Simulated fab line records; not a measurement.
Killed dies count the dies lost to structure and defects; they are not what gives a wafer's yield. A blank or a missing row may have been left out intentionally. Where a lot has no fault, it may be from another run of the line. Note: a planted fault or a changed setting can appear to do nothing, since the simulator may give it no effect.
fab line records :: flow nandHarc :: part 2 of 2: steps 21 to 31 of 31
record:
  lots: 5
  wafers: 15
  lastDay: 23
route steps=1159 shown A_CONTACT@943 A_BLC@964
lots untouched by any fault: they come from a run of this same line in which no faults occurred
startH: start of the lot's first displayed wafer, in hours after the record's first day :: waitH: hours from the lot's prior step to this one :: " same as the row above :: L1.1+2: several wafers, shown together as one row :: - no value present, or no start provided :: * or withheld: withheld :: < > ~ a bound
route shown NAME@n: a module of which the file shows steps, and the number in the route of the first :: usual: mean/standard deviation taken from wafers without a fault :: same: alike in all rows :: chamber/n: place in a boat :: sites: per-site readings :: _std_site: standard deviation across them :: _edge_site: inner sites' mean taken away from outer sites' mean :: radiusMm: for every site, how far away it sits from the centre of the wafer :: mask NAME#n: copy n :: behind: tool/chamber where the wafer was last shaped :: hold: reason for holding the lot/hours on hold/outcome of the hold :: device: the n, p or np transistor that did not switch :: end of line: the route-end tests of the same wafers :: for a step that has no rows: nothing shown but its recipe :: killed: at the first sort, the dies lost to defects and structure; wafer yield is something else :: map: a wafer's dies, marking killed ones x, the rest . and places with no die _
set.NAME: the setting as run; set.NAME@STEP: as run at that earlier step :: model.NAME: the simulator's own value behind a step, which no gauge read
a table for each step, a row for each wafer; lots at some steps of the route
services: when a tool's chamber went out of use (startH, in hours from the record's first day, below 0 if earlier), for how many hours, and the reason
== steps ==
step: NHARC_A_BLC_DEHYDRATE_00
recipe:
  tempC: 150
  timeS: 120
usual:
  exhaustPa: 45.0/0.99
  heaterPowerTotalW: 182.6/1.3
lot.wafer: L081.2
tool: lithoTrack-06
chamber: 0
startH: 446.78
waitH: 0.1
exhaustPa: 42.6
heaterPowerTotalW: 181.6

lot.wafer: L081.3
tool: lithoTrack-06
chamber: 0
startH: 446.78
waitH: 0.1
exhaustPa: 44.0
heaterPowerTotalW: 184.6

lot.wafer: L081.5
tool: lithoTrack-06
chamber: 0
startH: 446.78
waitH: 0.1
exhaustPa: 44.1
heaterPowerTotalW: 184.1

lot.wafer: L082.1
tool: lithoTrack-04
chamber: 0
startH: 456.16
waitH: 0.1
exhaustPa: 44.0
heaterPowerTotalW: 181.4

lot.wafer: L082.5
tool: lithoTrack-04
chamber: 0
startH: 456.16
waitH: 0.1
exhaustPa: 44.5
heaterPowerTotalW: 181.1

lot.wafer: L082.6
tool: lithoTrack-04
chamber: 0
startH: 456.16
waitH: 0.1
exhaustPa: 45.1
heaterPowerTotalW: 181.0

lot.wafer: L084.3
tool: lithoTrack-04
chamber: 0
startH: 456.91
waitH: 0.1
exhaustPa: 44.6
heaterPowerTotalW: 181.2

lot.wafer: L084.5
tool: lithoTrack-04
chamber: 0
startH: 456.91
waitH: 0.1
exhaustPa: 45.2
heaterPowerTotalW: 181.8

lot.wafer: L084.6
tool: lithoTrack-04
chamber: 0
startH: 456.91
waitH: 0.1
exhaustPa: 45.1
heaterPowerTotalW: 183.4

lot.wafer: L090.2
tool: lithoTrack-01
chamber: 0
startH: 482.16
waitH: 0.1
exhaustPa: 43.6
heaterPowerTotalW: 181.1

lot.wafer: L090.3
tool: lithoTrack-01
chamber: 0
startH: 482.16
waitH: 0.1
exhaustPa: 45.3
heaterPowerTotalW: 184.1

lot.wafer: L090.5
tool: lithoTrack-01
chamber: 0
startH: 482.16
waitH: 0.1
exhaustPa: 43.4
heaterPowerTotalW: 183.2

lot.wafer: L089.1
tool: lithoTrack-01
chamber: 0
startH: 492.85
waitH: 0.1
exhaustPa: 46.0
heaterPowerTotalW: 184.1

lot.wafer: L089.3
tool: lithoTrack-01
chamber: 0
startH: 492.85
waitH: 0.1
exhaustPa: 45.0
heaterPowerTotalW: 183.9

lot.wafer: L089.6
tool: lithoTrack-01
chamber: 0
startH: 492.85
waitH: 0.1
exhaustPa: 45.9
heaterPowerTotalW: 183.4
step: NHARC_A_BLC_HMDS_01
recipe:
  timeS: 30
usual:
  exhaustPa: 45.0/0.92
lot.wafer: L081.2
tool: lithoTrack-06
chamber: 0
startH: -
waitH: -
exhaustPa: 44.1

lot.wafer: L081.3
tool: lithoTrack-06
chamber: 0
startH: -
waitH: -
exhaustPa: 43.3

lot.wafer: L081.5
tool: lithoTrack-06
chamber: 0
startH: -
waitH: -
exhaustPa: 45.0

lot.wafer: L082.1
tool: lithoTrack-04
chamber: 0
startH: -
waitH: -
exhaustPa: 45.5

lot.wafer: L082.5
tool: lithoTrack-04
chamber: 0
startH: -
waitH: -
exhaustPa: 44.2

lot.wafer: L082.6
tool: lithoTrack-04
chamber: 0
startH: -
waitH: -
exhaustPa: 43.9

lot.wafer: L084.3
tool: lithoTrack-04
chamber: 0
startH: -
waitH: -
exhaustPa: 46.6

lot.wafer: L084.5
tool: lithoTrack-04
chamber: 0
startH: -
waitH: -
exhaustPa: 46.2

lot.wafer: L084.6
tool: lithoTrack-04
chamber: 0
startH: -
waitH: -
exhaustPa: 44.6

lot.wafer: L090.2
tool: lithoTrack-01
chamber: 0
startH: -
waitH: -
exhaustPa: 46.0

lot.wafer: L090.3
tool: lithoTrack-01
chamber: 0
startH: -
waitH: -
exhaustPa: 45.7

lot.wafer: L090.5
tool: lithoTrack-01
chamber: 0
startH: -
waitH: -
exhaustPa: 45.9

lot.wafer: L089.1
tool: lithoTrack-01
chamber: 0
startH: -
waitH: -
exhaustPa: 44.4

lot.wafer: L089.3
tool: lithoTrack-01
chamber: 0
startH: -
waitH: -
exhaustPa: 44.3

lot.wafer: L089.6
tool: lithoTrack-01
chamber: 0
startH: -
waitH: -
exhaustPa: 45.6
step: NHARC_A_BLC_COAT_02
recipe:
  tempC: 260
  timeS: 75
usual:
  exhaustPa: 45.0/0.9
  heaterPowerTotalW: 486.8/1.6
lot.wafer: L081.2
tool: lithoTrack-06
chamber: 0
startH: -
waitH: -
exhaustPa: 44.5
heaterPowerTotalW: 488.1

lot.wafer: L081.3
tool: lithoTrack-06
chamber: 0
startH: -
waitH: -
exhaustPa: 45.6
heaterPowerTotalW: 484.4

lot.wafer: L081.5
tool: lithoTrack-06
chamber: 0
startH: -
waitH: -
exhaustPa: 44.4
heaterPowerTotalW: 488.5

lot.wafer: L082.1
tool: lithoTrack-04
chamber: 0
startH: -
waitH: -
exhaustPa: 44.9
heaterPowerTotalW: 484.6

lot.wafer: L082.5
tool: lithoTrack-04
chamber: 0
startH: -
waitH: -
exhaustPa: 44.8
heaterPowerTotalW: 484.7

lot.wafer: L082.6
tool: lithoTrack-04
chamber: 0
startH: -
waitH: -
exhaustPa: 44.5
heaterPowerTotalW: 487.5

lot.wafer: L084.3
tool: lithoTrack-04
chamber: 0
startH: -
waitH: -
exhaustPa: 44.9
heaterPowerTotalW: 489.2

lot.wafer: L084.5
tool: lithoTrack-04
chamber: 0
startH: -
waitH: -
exhaustPa: 43.3
heaterPowerTotalW: 488.9

lot.wafer: L084.6
tool: lithoTrack-04
chamber: 0
startH: -
waitH: -
exhaustPa: 43.4
heaterPowerTotalW: 486.0

lot.wafer: L090.2
tool: lithoTrack-01
chamber: 0
startH: -
waitH: -
exhaustPa: 46.8
heaterPowerTotalW: 488.4

lot.wafer: L090.3
tool: lithoTrack-01
chamber: 0
startH: -
waitH: -
exhaustPa: 45.1
heaterPowerTotalW: 487.8

lot.wafer: L090.5
tool: lithoTrack-01
chamber: 0
startH: -
waitH: -
exhaustPa: 45.0
heaterPowerTotalW: 485.6

lot.wafer: L089.1
tool: lithoTrack-01
chamber: 0
startH: -
waitH: -
exhaustPa: 44.6
heaterPowerTotalW: 489.4

lot.wafer: L089.3
tool: lithoTrack-01
chamber: 0
startH: -
waitH: -
exhaustPa: 42.4
heaterPowerTotalW: 489.7

lot.wafer: L089.6
tool: lithoTrack-01
chamber: 0
startH: -
waitH: -
exhaustPa: 45.0
heaterPowerTotalW: 484.7
step: NHARC_A_BLC_COAT_03
recipe:
  tempC: 225
  timeS: 65
usual:
  exhaustPa: 45.0/0.9
  heaterPowerTotalW: 446.9/2.1
lot.wafer: L081.2
tool: lithoTrack-06
chamber: 0
startH: -
waitH: -
exhaustPa: 43.7
heaterPowerTotalW: 449.5

lot.wafer: L081.3
tool: lithoTrack-06
chamber: 0
startH: -
waitH: -
exhaustPa: 43.3
heaterPowerTotalW: 447.8

lot.wafer: L081.5
tool: lithoTrack-06
chamber: 0
startH: -
waitH: -
exhaustPa: 44.3
heaterPowerTotalW: 445.3

lot.wafer: L082.1
tool: lithoTrack-04
chamber: 0
startH: -
waitH: -
exhaustPa: 44.0
heaterPowerTotalW: 448.9

lot.wafer: L082.5
tool: lithoTrack-04
chamber: 0
startH: -
waitH: -
exhaustPa: 43.6
heaterPowerTotalW: 446.8

lot.wafer: L082.6
tool: lithoTrack-04
chamber: 0
startH: -
waitH: -
exhaustPa: 44.4
heaterPowerTotalW: 444.0

lot.wafer: L084.3
tool: lithoTrack-04
chamber: 0
startH: -
waitH: -
exhaustPa: 47.0
heaterPowerTotalW: 447.8

lot.wafer: L084.5
tool: lithoTrack-04
chamber: 0
startH: -
waitH: -
exhaustPa: 46.0
heaterPowerTotalW: 445.0

lot.wafer: L084.6
tool: lithoTrack-04
chamber: 0
startH: -
waitH: -
exhaustPa: 45.7
heaterPowerTotalW: 447.5

lot.wafer: L090.2
tool: lithoTrack-01
chamber: 0
startH: -
waitH: -
exhaustPa: 43.4
heaterPowerTotalW: 444.6

lot.wafer: L090.3
tool: lithoTrack-01
chamber: 0
startH: -
waitH: -
exhaustPa: 43.0
heaterPowerTotalW: 444.4

lot.wafer: L090.5
tool: lithoTrack-01
chamber: 0
startH: -
waitH: -
exhaustPa: 45.1
heaterPowerTotalW: 446.6

lot.wafer: L089.1
tool: lithoTrack-01
chamber: 0
startH: -
waitH: -
exhaustPa: 45.6
heaterPowerTotalW: 449.4

lot.wafer: L089.3
tool: lithoTrack-01
chamber: 0
startH: -
waitH: -
exhaustPa: 45.0
heaterPowerTotalW: 443.9

lot.wafer: L089.6
tool: lithoTrack-01
chamber: 0
startH: -
waitH: -
exhaustPa: 45.5
heaterPowerTotalW: 444.0
step: NHARC_A_BLC_COAT_04
recipe:
  spinRpm: 1500
  resistThkNm: 90
usual:
  exhaustPa: 45.0/0.8
  spinSpeedRpm: 1500.0/0.96
lot.wafer: L081.2
tool: lithoTrack-06
chamber: 0
startH: -
waitH: -
exhaustPa: 46.2
spinSpeedRpm: 1501.1

lot.wafer: L081.3
tool: lithoTrack-06
chamber: 0
startH: -
waitH: -
exhaustPa: 46.0
spinSpeedRpm: 1499.9

lot.wafer: L081.5
tool: lithoTrack-06
chamber: 0
startH: -
waitH: -
exhaustPa: 44.8
spinSpeedRpm: 1499.8

lot.wafer: L082.1
tool: lithoTrack-04
chamber: 0
startH: -
waitH: -
exhaustPa: 45.6
spinSpeedRpm: 1499.2

lot.wafer: L082.5
tool: lithoTrack-04
chamber: 0
startH: -
waitH: -
exhaustPa: 45.1
spinSpeedRpm: 1500.4

lot.wafer: L082.6
tool: lithoTrack-04
chamber: 0
startH: -
waitH: -
exhaustPa: 45.5
spinSpeedRpm: 1500.1

lot.wafer: L084.3
tool: lithoTrack-04
chamber: 0
startH: -
waitH: -
exhaustPa: 45.0
spinSpeedRpm: 1500.2

lot.wafer: L084.5
tool: lithoTrack-04
chamber: 0
startH: -
waitH: -
exhaustPa: 43.6
spinSpeedRpm: 1500.2

lot.wafer: L084.6
tool: lithoTrack-04
chamber: 0
startH: -
waitH: -
exhaustPa: 44.0
spinSpeedRpm: 1499.3

lot.wafer: L090.2
tool: lithoTrack-01
chamber: 0
startH: -
waitH: -
exhaustPa: 43.6
spinSpeedRpm: 1499.9

lot.wafer: L090.3
tool: lithoTrack-01
chamber: 0
startH: -
waitH: -
exhaustPa: 43.6
spinSpeedRpm: 1500.7

lot.wafer: L090.5
tool: lithoTrack-01
chamber: 0
startH: -
waitH: -
exhaustPa: 43.2
spinSpeedRpm: 1500.9

lot.wafer: L089.1
tool: lithoTrack-01
chamber: 0
startH: -
waitH: -
exhaustPa: 45.3
spinSpeedRpm: 1499.6

lot.wafer: L089.3
tool: lithoTrack-01
chamber: 0
startH: -
waitH: -
exhaustPa: 46.2
spinSpeedRpm: 1499.2

lot.wafer: L089.6
tool: lithoTrack-01
chamber: 0
startH: -
waitH: -
exhaustPa: 46.3
spinSpeedRpm: 1499.8
step: NHARC_A_BLC_SOFTBAKE_05
recipe:
  tempC: 105
  timeS: 55
usual:
  exhaustPa: 45.1/0.78
  heaterPowerTotalW: 188.46/0.14
lot.wafer: L081.2
tool: lithoTrack-06
chamber: 0
startH: -
waitH: -
exhaustPa: 45.4
heaterPowerTotalW: 188.27

lot.wafer: L081.3
tool: lithoTrack-06
chamber: 0
startH: -
waitH: -
exhaustPa: 45.6
heaterPowerTotalW: 188.41

lot.wafer: L081.5
tool: lithoTrack-06
chamber: 0
startH: -
waitH: -
exhaustPa: 45.9
heaterPowerTotalW: 188.33

lot.wafer: L082.1
tool: lithoTrack-04
chamber: 0
startH: -
waitH: -
exhaustPa: 44.7
heaterPowerTotalW: 188.30

lot.wafer: L082.5
tool: lithoTrack-04
chamber: 0
startH: -
waitH: -
exhaustPa: 45.3
heaterPowerTotalW: 188.75

lot.wafer: L082.6
tool: lithoTrack-04
chamber: 0
startH: -
waitH: -
exhaustPa: 45.0
heaterPowerTotalW: 188.50

lot.wafer: L084.3
tool: lithoTrack-04
chamber: 0
startH: -
waitH: -
exhaustPa: 45.1
heaterPowerTotalW: 188.33

lot.wafer: L084.5
tool: lithoTrack-04
chamber: 0
startH: -
waitH: -
exhaustPa: 45.4
heaterPowerTotalW: 188.44

lot.wafer: L084.6
tool: lithoTrack-04
chamber: 0
startH: -
waitH: -
exhaustPa: 44.8
heaterPowerTotalW: 188.48

lot.wafer: L090.2
tool: lithoTrack-01
chamber: 0
startH: -
waitH: -
exhaustPa: 46.3
heaterPowerTotalW: 188.35

lot.wafer: L090.3
tool: lithoTrack-01
chamber: 0
startH: -
waitH: -
exhaustPa: 45.0
heaterPowerTotalW: 188.64

lot.wafer: L090.5
tool: lithoTrack-01
chamber: 0
startH: -
waitH: -
exhaustPa: 44.6
heaterPowerTotalW: 188.44

lot.wafer: L089.1
tool: lithoTrack-01
chamber: 0
startH: -
waitH: -
exhaustPa: 44.8
heaterPowerTotalW: 188.60

lot.wafer: L089.3
tool: lithoTrack-01
chamber: 0
startH: -
waitH: -
exhaustPa: 45.2
heaterPowerTotalW: 188.31

lot.wafer: L089.6
tool: lithoTrack-01
chamber: 0
startH: -
waitH: -
exhaustPa: 45.8
heaterPowerTotalW: 188.47
step: NHARC_A_BLC_EBR_06
usual:
  exhaustPa: 44.9/0.97
lot.wafer: L081.2
tool: lithoTrack-06
chamber: 0
startH: -
waitH: -
exhaustPa: 45.6

lot.wafer: L081.3
tool: lithoTrack-06
chamber: 0
startH: -
waitH: -
exhaustPa: 46.0

lot.wafer: L081.5
tool: lithoTrack-06
chamber: 0
startH: -
waitH: -
exhaustPa: 45.1

lot.wafer: L082.1
tool: lithoTrack-04
chamber: 0
startH: -
waitH: -
exhaustPa: 45.9

lot.wafer: L082.5
tool: lithoTrack-04
chamber: 0
startH: -
waitH: -
exhaustPa: 46.3

lot.wafer: L082.6
tool: lithoTrack-04
chamber: 0
startH: -
waitH: -
exhaustPa: 45.3

lot.wafer: L084.3
tool: lithoTrack-04
chamber: 0
startH: -
waitH: -
exhaustPa: 43.9

lot.wafer: L084.5
tool: lithoTrack-04
chamber: 0
startH: -
waitH: -
exhaustPa: 45.1

lot.wafer: L084.6
tool: lithoTrack-04
chamber: 0
startH: -
waitH: -
exhaustPa: 44.9

lot.wafer: L090.2
tool: lithoTrack-01
chamber: 0
startH: -
waitH: -
exhaustPa: 45.0

lot.wafer: L090.3
tool: lithoTrack-01
chamber: 0
startH: -
waitH: -
exhaustPa: 44.0

lot.wafer: L090.5
tool: lithoTrack-01
chamber: 0
startH: -
waitH: -
exhaustPa: 45.7

lot.wafer: L089.1
tool: lithoTrack-01
chamber: 0
startH: -
waitH: -
exhaustPa: 47.9

lot.wafer: L089.3
tool: lithoTrack-01
chamber: 0
startH: -
waitH: -
exhaustPa: 47.2

lot.wafer: L089.6
tool: lithoTrack-01
chamber: 0
startH: -
waitH: -
exhaustPa: 45.3
step: NHARC_A_BLC_EXPOSE_07
recipe:
  na: 1.35
  targetCdNm: 100
  doseMj: 67.97
  maskId: A_BLC
lot.wafer: L081.2+3+5
tool: arfiScanner-01
chamber: 0
startH: 446.97
waitH: -
mask: A_BLC#0

lot.wafer: L082.1+5+6
tool: arfiScanner-03
chamber: 0
startH: 456.34
waitH: -
mask: A_BLC#0

lot.wafer: L084.3+5+6
tool: arfiScanner-01
chamber: 0
startH: 457.23
waitH: -
mask: A_BLC#0

lot.wafer: L090.2+3+5
tool: arfiScanner-03
chamber: 0
startH: 482.34
waitH: -
mask: A_BLC#0

lot.wafer: L089.1+3+6
tool: arfiScanner-01
chamber: 0
startH: 493.16
waitH: -
mask: A_BLC#0
step: NHARC_A_BLC_PEB_08
recipe:
  pebTempC: 100
  pebTimeS: 65
usual:
  exhaustPa: 44.8/0.96
  heaterPowerTotalW: 156.6/0.43
lot.wafer: L081.2
tool: lithoTrack-04
chamber: 0
startH: 447.02
waitH: 0.1
exhaustPa: 43.7
heaterPowerTotalW: 156.6

lot.wafer: L081.3
tool: lithoTrack-04
chamber: 0
startH: 447.02
waitH: 0.1
exhaustPa: 43.6
heaterPowerTotalW: 156.4

lot.wafer: L081.5
tool: lithoTrack-04
chamber: 0
startH: 447.02
waitH: 0.1
exhaustPa: 43.7
heaterPowerTotalW: 157.0

lot.wafer: L082.1
tool: lithoTrack-06
chamber: 0
startH: 456.40
waitH: 0.1
exhaustPa: 45.0
heaterPowerTotalW: 157.0

lot.wafer: L082.5
tool: lithoTrack-06
chamber: 0
startH: 456.40
waitH: 0.1
exhaustPa: 46.0
heaterPowerTotalW: 156.3

lot.wafer: L082.6
tool: lithoTrack-06
chamber: 0
startH: 456.40
waitH: 0.1
exhaustPa: 44.3
heaterPowerTotalW: 157.0

lot.wafer: L084.3
tool: lithoTrack-06
chamber: 0
startH: 457.28
waitH: 0.0
exhaustPa: 43.6
heaterPowerTotalW: 156.0

lot.wafer: L084.5
tool: lithoTrack-06
chamber: 0
startH: 457.28
waitH: 0.0
exhaustPa: 44.4
heaterPowerTotalW: 156.0

lot.wafer: L084.6
tool: lithoTrack-06
chamber: 0
startH: 457.28
waitH: 0.0
exhaustPa: 43.9
heaterPowerTotalW: 156.7

lot.wafer: L090.2
tool: lithoTrack-04
chamber: 0
startH: 482.40
waitH: 0.1
exhaustPa: 44.2
heaterPowerTotalW: 157.0

lot.wafer: L090.3
tool: lithoTrack-04
chamber: 0
startH: 482.40
waitH: 0.1
exhaustPa: 43.6
heaterPowerTotalW: 156.8

lot.wafer: L090.5
tool: lithoTrack-04
chamber: 0
startH: 482.40
waitH: 0.1
exhaustPa: 44.3
heaterPowerTotalW: 156.3

lot.wafer: L089.1
tool: lithoTrack-01
chamber: 0
startH: 493.23
waitH: 0.1
exhaustPa: 45.1
heaterPowerTotalW: 156.0

lot.wafer: L089.3
tool: lithoTrack-01
chamber: 0
startH: 493.23
waitH: 0.1
exhaustPa: 45.7
heaterPowerTotalW: 157.1

lot.wafer: L089.6
tool: lithoTrack-01
chamber: 0
startH: 493.23
waitH: 0.1
exhaustPa: 46.2
heaterPowerTotalW: 156.1
step: NHARC_A_BLC_DEVELOP_09
recipe:
  developTimeS: 35
  devTempC: 23
usual:
  exhaustPa: 45.1/0.8
lot.wafer: L081.2
tool: lithoTrack-04
chamber: 0
startH: -
waitH: -
exhaustPa: 45.0

lot.wafer: L081.3
tool: lithoTrack-04
chamber: 0
startH: -
waitH: -
exhaustPa: 44.4

lot.wafer: L081.5
tool: lithoTrack-04
chamber: 0
startH: -
waitH: -
exhaustPa: 43.2

lot.wafer: L082.1
tool: lithoTrack-06
chamber: 0
startH: -
waitH: -
exhaustPa: 45.2

lot.wafer: L082.5
tool: lithoTrack-06
chamber: 0
startH: -
waitH: -
exhaustPa: 46.0

lot.wafer: L082.6
tool: lithoTrack-06
chamber: 0
startH: -
waitH: -
exhaustPa: 45.6

lot.wafer: L084.3
tool: lithoTrack-06
chamber: 0
startH: -
waitH: -
exhaustPa: 44.5

lot.wafer: L084.5
tool: lithoTrack-06
chamber: 0
startH: -
waitH: -
exhaustPa: 45.3

lot.wafer: L084.6
tool: lithoTrack-06
chamber: 0
startH: -
waitH: -
exhaustPa: 45.0

lot.wafer: L090.2
tool: lithoTrack-04
chamber: 0
startH: -
waitH: -
exhaustPa: 45.3

lot.wafer: L090.3
tool: lithoTrack-04
chamber: 0
startH: -
waitH: -
exhaustPa: 45.4

lot.wafer: L090.5
tool: lithoTrack-04
chamber: 0
startH: -
waitH: -
exhaustPa: 45.5

lot.wafer: L089.1
tool: lithoTrack-01
chamber: 0
startH: -
waitH: -
exhaustPa: 46.2

lot.wafer: L089.3
tool: lithoTrack-01
chamber: 0
startH: -
waitH: -
exhaustPa: 44.5

lot.wafer: L089.6
tool: lithoTrack-01
chamber: 0
startH: -
waitH: -
exhaustPa: 44.2
step: NHARC_A_BLC_CD_MEAS_10
recipe:
  targetCdNm: 100
  landingEnergyEv: 500
usual:
  cdNm: 99.9/0.5
lot.wafer: L081.2
tool: cdSem-01
chamber: 0
startH: 447.11
waitH: -
cdNm: 100.0

lot.wafer: L081.3
tool: cdSem-01
chamber: 0
startH: 447.11
waitH: -
cdNm: 100.7

lot.wafer: L081.5
tool: cdSem-01
chamber: 0
startH: 447.11
waitH: -
cdNm: 100.5

lot.wafer: L082.1
tool: cdSem-02
chamber: 0
startH: 456.48
waitH: -
cdNm: 99.8

lot.wafer: L082.5
tool: cdSem-02
chamber: 0
startH: 456.48
waitH: -
cdNm: 99.4

lot.wafer: L082.6
tool: cdSem-02
chamber: 0
startH: 456.48
waitH: -
cdNm: 99.3

lot.wafer: L084.3
tool: cdSem-03
chamber: 0
startH: 457.36
waitH: -
cdNm: 99.8

lot.wafer: L084.5
tool: cdSem-03
chamber: 0
startH: 457.36
waitH: -
cdNm: 99.1

lot.wafer: L084.6
tool: cdSem-03
chamber: 0
startH: 457.36
waitH: -
cdNm: 99.8

lot.wafer: L090.2
tool: cdSem-02
chamber: 0
startH: 482.48
waitH: -
cdNm: 100.4

lot.wafer: L090.3
tool: cdSem-02
chamber: 0
startH: 482.48
waitH: -
cdNm: 99.8

lot.wafer: L090.5
tool: cdSem-02
chamber: 0
startH: 482.48
waitH: -
cdNm: 100.0

lot.wafer: L089.1
tool: cdSem-02
chamber: 0
startH: 493.30
waitH: -
cdNm: 99.9

lot.wafer: L089.3
tool: cdSem-02
chamber: 0
startH: 493.30
waitH: -
cdNm: 99.8

lot.wafer: L089.6
tool: cdSem-02
chamber: 0
startH: 493.30
waitH: -
cdNm: 99.7
== services ==
tool: rieDiel-04
chamber: 0
startH: 420.42
hours: -
kind: clean

tool: rieDiel-04
chamber: 1
startH: 420.42
hours: -
kind: clean

tool: rieDiel-04
chamber: 2
startH: 420.42
hours: -
kind: clean

tool: rieDiel-04
chamber: 3
startH: 420.42
hours: -
kind: clean

tool: rieDiel-10
chamber: 2
startH: 423.51
hours: 3.3
kind: repair

tool: cmp-01
chamber: -
startH: 434.06
hours: 0.8
kind: repair

tool: aldMetal-01
chamber: -
startH: 442.56
hours: 0.2
kind: repair

tool: lithoTrack-01
chamber: -
startH: 443.00
hours: 7.0
kind: pm

tool: rieDiel-04
chamber: 0
startH: 444.92
hours: -
kind: clean

tool: rieDiel-04
chamber: 1
startH: 444.92
hours: -
kind: clean

tool: cmp-01
chamber: -
startH: 447.12
hours: 0.3
kind: repair

tool: cmp-03
chamber: -
startH: 450.09
hours: 4.0
kind: pm

tool: rieDiel-01
chamber: 0
startH: 453.61
hours: 3.1
kind: repair

tool: aldMetal-01
chamber: -
startH: 458.00
hours: 10.0
kind: pm

tool: rieDiel-01
chamber: 2
startH: 458.27
hours: 8.7
kind: repair

tool: rieDiel-10
chamber: 0
startH: 463.85
hours: 7.3
kind: repair

tool: rieDiel-04
chamber: -
startH: 465.95
hours: 9.0
kind: pm

tool: lithoTrack-06
chamber: -
startH: 467.00
hours: 7.0
kind: pm

tool: wetBench-01
chamber: -
startH: 470.84
hours: 1.1
kind: repair

tool: cvdW-01
chamber: -
startH: 477.95
hours: 13.0
kind: pm

tool: arfiScanner-03
chamber: -
startH: 484.00
hours: 4.0
kind: pm

tool: cvdW-02
chamber: -
startH: 489.51
hours: 0.7
kind: repair

tool: lithoTrack-04
chamber: -
startH: 491.00
hours: 7.0
kind: pm

tool: rieDiel-01
chamber: -
startH: 492.10
hours: 9.0
kind: pm
